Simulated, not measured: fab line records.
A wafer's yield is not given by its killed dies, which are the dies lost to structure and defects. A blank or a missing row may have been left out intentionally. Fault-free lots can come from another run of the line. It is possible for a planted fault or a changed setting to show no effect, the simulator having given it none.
Matching of chambers / flow n5 finfet / ald metal-01 running N5_HKMG_FIN_ALD_79: 4 sister chambers
The step deposits TiN, target thk 1.5 nm, pulse time 1 s, purge time 3 s. 8 wafers are shown with their chamber, then 12 later ones without.

EACH WAFER AND ITS CHAMBER
wafer=L081.4; chamber=3; heater power w (W)=831; precursor pulse height rel=0.997
wafer=L081.5; chamber=3; heater power w (W)=856; precursor pulse height rel=0.991
wafer=L089.2; chamber=1; heater power w (W)=804; precursor pulse height rel=0.985
wafer=L089.3; chamber=2; heater power w (W)=708; precursor pulse height rel=0.992
wafer=L089.6; chamber=1; heater power w (W)=803; precursor pulse height rel=1.006
wafer=L090.3; chamber=2; heater power w (W)=702; precursor pulse height rel=1.018
wafer=L090.4; chamber=0; heater power w (W)=911; precursor pulse height rel=0.990
wafer=L090.5; chamber=0; heater power w (W)=885; precursor pulse height rel=0.999

WAFERS WITH NO CHAMBER GIVEN
wafer=L091.1; heater power w (W)=843; precursor pulse height rel=1.025
wafer=L091.2; heater power w (W)=883; precursor pulse height rel=0.978
wafer=L091.6; heater power w (W)=794; precursor pulse height rel=0.997
wafer=L092.1; heater power w (W)=826; precursor pulse height rel=1.011
wafer=L092.2; heater power w (W)=857; precursor pulse height rel=1.006
wafer=L092.6; heater power w (W)=779; precursor pulse height rel=1.012
wafer=L095.2; heater power w (W)=870; precursor pulse height rel=1.010
wafer=L095.5; heater power w (W)=897; precursor pulse height rel=1.006
wafer=L095.6; heater power w (W)=822; precursor pulse height rel=1.015
wafer=L096.2; heater power w (W)=897; precursor pulse height rel=0.991
wafer=L096.4; heater power w (W)=832; precursor pulse height rel=1.029
wafer=L096.5; heater power w (W)=888; precursor pulse height rel=1.015

THE CHAMBER EACH PASSED THROUGH
wafer=L091.1; from the rows above=can't be placed: 3 or 1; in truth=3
wafer=L091.2; from the rows above=can't be placed: 0 or 3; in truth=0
wafer=L091.6; from the rows above=1; in truth=1
wafer=L092.1; from the rows above=can't be placed: 3 or 1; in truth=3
wafer=L092.2; from the rows above=can't be placed: 3 or 0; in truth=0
wafer=L092.6; from the rows above=1; in truth=1
wafer=L095.2; from the rows above=can't be placed: 3 or 0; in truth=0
wafer=L095.5; from the rows above=0; in truth=0
wafer=L095.6; from the rows above=can't be placed: 1 or 3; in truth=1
wafer=L096.2; from the rows above=0; in truth=0
wafer=L096.4; from the rows above=can't be placed: 3 or 1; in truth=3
wafer=L096.5; from the rows above=0; in truth=0
5 of 12 placed correctly. Unplaceable from these rows: 7, with the true chamber sitting among the candidates in 7. Placed wrongly: 0.
How it was worked out, from the rows above alone: a wafer's distance from a chamber is the root of the sum, over the readings, of the square of ((its reading less the chamber's mean) divided by the reading's scatter). The wafer belongs to the nearest chamber; if the next one is less than 2 further off, it can't be placed. Each chamber's mean is taken over the wafers shown for it. How the scatter is found: for the shown wafers, subtract from each reading the mean of its chamber, square and add these, divide the total by (wafers less chambers), then take the root.
